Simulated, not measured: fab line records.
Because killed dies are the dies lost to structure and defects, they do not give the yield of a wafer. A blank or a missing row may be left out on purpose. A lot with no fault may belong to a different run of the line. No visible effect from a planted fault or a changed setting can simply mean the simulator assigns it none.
One fault through the eyes of 2 desks + flow n5-finfet + what lay behind the numbers comes last; until then each desk has only its own

## AT THE METROLOGY DESK
What the gauges read, lot by lot, whatever tool the lot ran on: means of the sampled wafers that have a number. If a lot's mean is further than 4 standard deviations from the usual mean, the lot is out of limits and carries the mark OUT (the distance appears in the brackets). It has 10 readings; the 7 that lie furthest out on some lot are the ones shown.
Columns: A = DIBL_P at N5_BEOL_M4_RC_MEAS_101, usual 35.7 mV/V; B = IOFF_N at N5_BEOL_M4_RC_MEAS_101, usual 0.155 nA/um; C = IOFF_P at N5_BEOL_M4_RC_MEAS_101, usual 0.204 nA/um; D = ION_P at N5_BEOL_M4_RC_MEAS_101, usual 459 uA/um; E = SS_N at N5_BEOL_M4_RC_MEAS_101, usual 71.5 mV/dec; F = VT_N at N5_BEOL_M4_RC_MEAS_101, usual 250.2 mV; G = VT_P at N5_BEOL_M4_RC_MEAS_101, usual -251 mV
| lot  | first seen here | A    | B     | C     | D   | E    | F     | G    |
|------|-----------------|------|-------|-------|-----|------|-------|------|
| L680 | day 8 15:50     | 34.5 | 0.136 | 0.199 | 462 | 70.8 | 250.9 | -248 |
| L679 | day 8 17:21     | 34.0 | 0.150 | 0.201 | 458 | 71.5 | 248.0 | -249 |
| L682 | day 8 21:08     | 36.8 | 0.175 | 0.196 | 458 | 71.1 | 246.5 | -254 |
| L684 | day 9 00:10     | 36.6 | 0.175 | 0.231 | 466 | 71.0 | 248.1 | -247 |
| L687 | day 10 10:51    | 35.9 | 0.157 | 0.233 | 467 | 71.6 | 248.7 | -246 |
| L690 | day 11 00:20    | 36.0 | 0.154 | 0.191 | 456 | 71.7 | 251.0 | -253 |
| L693 | day 11 13:34    | 33.8 | 0.142 | 0.165 | 454 | 71.4 | 251.6 | -256 |
| L691 | day 11 16:56    | 36.7 | 0.151 | 0.188 | 456 | 71.4 | 250.0 | -252 |
| L697 | day 12 10:29    | 34.2 | 0.129 | 0.184 | 459 | 71.3 | 252.1 | -251 |
| L699 | day 13 05:38    | 35.4 | 0.150 | 0.189 | 458 | 71.6 | 250.5 | -253 |
This desk found nothing out of limits on any of the 10 lots.

## DESK OF THE TOOL OWNER: pvd-sputter-03
The tool's own readings at N5_BEOL_M1_SPUTTER_90 (material Cu, target thk 4.5 nm, time 8.29 s): means of the sampled wafers that have a number, for each lot that ran on this tool. If a lot's mean is further than 4 standard deviations from the usual mean, the lot is out of limits and carries the mark OUT (the distance appears in the brackets).
Columns: A = chamber-pressure-pa at N5_BEOL_M1_SPUTTER_90, usual 0.06999 Pa; B = throttle-valve-pct at N5_BEOL_M1_SPUTTER_90, usual 30.6 %
| lot  | first seen here | A                         | B               |
|------|-----------------|---------------------------|-----------------|
| L679 | day 7 05:55     | 0.07000                   | 31.5            |
| L682 | day 7 10:56     | 0.06989                   | 30.8            |
| L687 | day 8 17:07     | 0.06987                   | 30.8            |
| L690 | day 9 16:38     | 0.07007                   | 30.7            |
| L691 | day 9 19:49     | 0.06995                   | 31.0            |
| L693 | day 9 22:52     | 0.05301 (-99 or more) OUT | 36.2 (+7.6) OUT |
| L697 | day 10 17:02    | 0.05297 (-99 or more) OUT | 35.7 (+6.9) OUT |
This desk's finding: out of limits on L693, L697; first on L693, day 9 22:52 (chamber-pressure-pa at N5_BEOL_M1_SPUTTER_90). L679, L682, L687, L690, L691 stayed within limits.

## TAKEN TOGETHER
On L693, L697, at day 9 22:52, an alarm was possible from the tool owner's desk.
The metrology desk saw nothing out of limits.
The metrology desk holds a record of L693, L697, inside its limits.
N5_BEOL_M1_SPUTTER_90 was run on pvd-sputter-03 by each of the lots named.

## WHAT THE SIMULATOR HAD PUT IN
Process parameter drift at N5_BEOL_M1_SPUTTER_90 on pvd-sputter-03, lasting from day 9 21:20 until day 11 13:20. A move of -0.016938 in setting chamber-pressure-pa, from 0.07. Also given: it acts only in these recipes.
Lots struck among those shown: L693, L697.
How many hours passed from the start of the fault until each desk's first out-of-limits reading: the tool owner's desk, 2.
